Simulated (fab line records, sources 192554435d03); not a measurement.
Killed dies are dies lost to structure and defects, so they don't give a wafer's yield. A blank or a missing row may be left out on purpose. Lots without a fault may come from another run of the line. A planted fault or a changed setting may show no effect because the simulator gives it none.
A struck lot beside a sound one | flow n5_finfet | 41 steps out of a route of 1938
Sound: wafers L823.1, L823.4, L823.5. Struck: wafers L818.3, L818.5, L818.6. The cause comes at the end.
At each step with rows: each side's tool, then ch and its chambers, then its first start. Under that, the readings that differ: sound wafers | struck wafers | difference of the means | sigmas: that difference in standard deviations of wafers without a fault.
alike: readings whose means differ by less than 2 such deviations, and words and numbers that are the same on both sides. not compared: withheld readings, readings that some wafer has no value for, bounds like >300 that may hide the same value, and numbers for which the record gives no deviation and whose values overlap.
The two part at a step that has a row with sigmas, a row that says differs or no value, or rows on one side only. Numbers that don't overlap but have no deviation are shown without sigmas and don't part them. A reading that every wafer of one side lacks parts them only if that side has two wafers or more.

first, 11 steps without rows for these wafers: N5_GATE_CUT_ETCHBACK_00 (etches W in SF6/Cl2); N5_GATE_CUT_ETCH_56 (etches TiN in Cl2/Ar, target depth 21.6 nm); N5_GATE_CUT_ETCHBACK_30 (etches TiN in Cl2/Ar, target depth 3 nm); N5_GATE_CUT_VAPOR_ETCH_60 (etches HfO2 in BCl3/Cl2); N5_GATE_CUT_ETCH_58 (etches SiNx in CH3F/O2, target depth 17 nm, time 128.6 s); N5_GATE_CUT_STRIP_59 (strips in N2/H2, time 20 s); N5_GATE_CUT_PRECLEAN_31 (cleans in DIW, time 300 s); N5_GATE_CUT_SRD_32 (time 30 s); N5_GATE_CUT_SAC_CAP_01 (material SiNx, target thk 24 nm, pulse time 1 s, ald cycles 480); N5_GATE_CUT_PECVD_57 (deposits SiNx from SiH4/NH3/N2, target thk 21 nm); N5_GATE_CUT_CMP_02 (polishes, stops on SiO2, t overpolish 12.7 s, target thk 0 nm).
N5_GATE_CUT_HM_DEP_46: deposits SiO2 from TEOS/O2, target thk 130 nm, time 26.6 s.
  sound on pecvd-02 ch 0,1,2, day 9 23:50; struck on pecvd-03 ch 0,1,2, day 8 21:30
  reading                                      | sound             | struck       | difference                    | sigmas
  rf_fwd_power_W (W)                           | 896 880 893       | - - -        | no value on the struck wafers |
  model.SiO2_of_GATE_CUT_HM_DEP_46.thk_nm (nm) | 128.4 132.4 132.6 | 95.4 96.8 96 | -35.1                         |
  alike: heater_power_w, showerhead_plenum_p_Torr, throttle_valve_pct
then, 15 steps without rows for these wafers: N5_GATE_CUT_COAT_34 (time 60 s, resist thk 60 nm); N5_GATE_CUT_COAT_35 (time 60 s, resist thk 10 nm); N5_GATE_CUT_COAT_27 (time 60 s, resist thk 10 nm); N5_GATE_CUT_COAT_07 (resist thk 30 nm); N5_GATE_CUT_EBR_09; N5_GATE_CUT_SOFTBAKE_08 (time 60 s); N5_GATE_CUT_EXPOSE_10 (exposes mask GATE CUT, target cd 20 nm); N5_GATE_CUT_PEB_11 (peb time 60 s); N5_GATE_CUT_DEVELOP_12 (develop time 30 s); N5_GATE_CUT_DESCUM_18 (chemistry O2, time 7 s); N5_GATE_CUT_ETCH_28 (etches underlayer in N2/H2, target depth 13 nm, time 10.4 s); N5_GATE_CUT_ETCH_36 (etches SiARC in CF4, target depth 13 nm, time 21.7 s); N5_GATE_CUT_ETCH_37 (etches SOC in N2/H2, target depth 60 nm, overetch 12 nm, time 90 s); N5_GATE_CUT_STRIP_38 (strips in N2/H2); N5_GATE_CUT_STRIP_39 (strips in N2/H2).
N5_GATE_CUT_HM_OPEN_40: chemistry C4F6/O2, target SiO2, target depth 139 nm, time 85.1 s.
  sound on rie_diel-01 ch 0,1, day 10 00:27; struck on rie_diel-03 ch 0,1,2, day 8 22:15
  reading                                   | sound             | struck            | difference | sigmas
  etch_rf_on_time_s (s)                     | 92.6 98.0 97.8    | 68.9 67.2 69.0    | -27.8      | -12
  model.etch.depth_nm (nm)                  | 128.4 132.4 132.6 | 95.31 96.88 96.04 | -35.06     |
  model.SOC_of_GATE_CUT_COAT_34.thk_nm (nm) | 32.8 31.8 31.6    | 40.4 39.4 39.4    | +7.7       |
  alike: drypump_motor_current_A, oes_ar_750_au, oes_o_777_au, oes_product_au, rf_fwd_power_W, rf_vpp_V, showerhead_plenum_p_Torr, throttle_valve_pct
  not compared: rf_hours_counter_h
then, 10 steps without rows for these wafers: N5_GATE_CUT_STRIP_41 (strips in CF4); N5_GATE_CUT_STRIP_42 (strips in O2); N5_GATE_CUT_ETCH_19 (etches SiNx in CH3F/O2, target depth 53.7 nm, time 76.7 s); N5_GATE_CUT_CUT_ETCH_53 (etches W in SF6/Cl2, target depth 79.2 nm); N5_GATE_CUT_CUT_ETCH_54 (etches TiN in Cl2/BCl3, target depth 96.7 nm); N5_GATE_CUT_CUT_ETCH_55 (etches HfO2 in BCl3, target depth 3.2 nm); N5_GATE_CUT_ETCH_47 (etches SiO2 in Cl2/BCl3, target depth 10 nm); N5_GATE_CUT_VAPOR_ETCH_48 (etches TiN in BCl3/Cl2); N5_GATE_CUT_VAPOR_ETCH_49 (etches TiAlC in BCl3/Cl2); N5_GATE_CUT_VAPOR_ETCH_51 (etches HfO2 in BCl3/Cl2).
N5_GATE_CUT_THK_MEAS_24:
  sound on film_metro-01, day 10 02:55; struck on film_metro-02, day 9 01:44
  reading          | sound             | struck            | difference | sigmas
  GC_FILL_THK (nm) | 218.1 221.3 221.3 | 185.4 186.2 185.8 | -34.4      | -16
N5_GATE_CUT_CMP_43: polishes SiO2.
  sound on cmp-04 ch 0,1, day 10 02:56; struck on cmp-03 ch 0,1, day 9 01:46
  reading                                      | sound     | struck      | difference | sigmas
  model.SiO2_of_GATE_CUT_HM_DEP_46.thk_nm (nm) | 5 5.2 5.2 | 3.4 3.4 3.4 | -1.7       |
  alike: motor_current_A, slurry_flow_ml_min
-- the record jumps here: 4 days lie between the struck wafers' starts before and after (it left off in module GATE_CUT and takes up again in module BEOL_M4, whose first step shown is number 1111 of the route) --
N5_BEOL_M4_RC_MEAS_101:
  sound on prober-02 ch 0, day 14 07:40; struck on prober-02 ch 0, day 13 05:27
  alike: DIBL_N, DIBL_P, IOFF_N, IOFF_P, ION_N, ION_P, SS_N, SS_P, VT_N, VT_P

WHERE THEY PART
First at N5_GATE_CUT_HM_DEP_46; last, within this record, at N5_GATE_CUT_THK_MEAS_24. Later steps at which nothing parts them and some readings are alike: N5_GATE_CUT_CMP_43, N5_BEOL_M4_RC_MEAS_101.

WHY: what the simulator had put in
Process parameter drift: pecvd-03, from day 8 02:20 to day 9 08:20, at N5_GATE_CUT_HM_DEP_46. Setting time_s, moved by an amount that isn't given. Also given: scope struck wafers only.
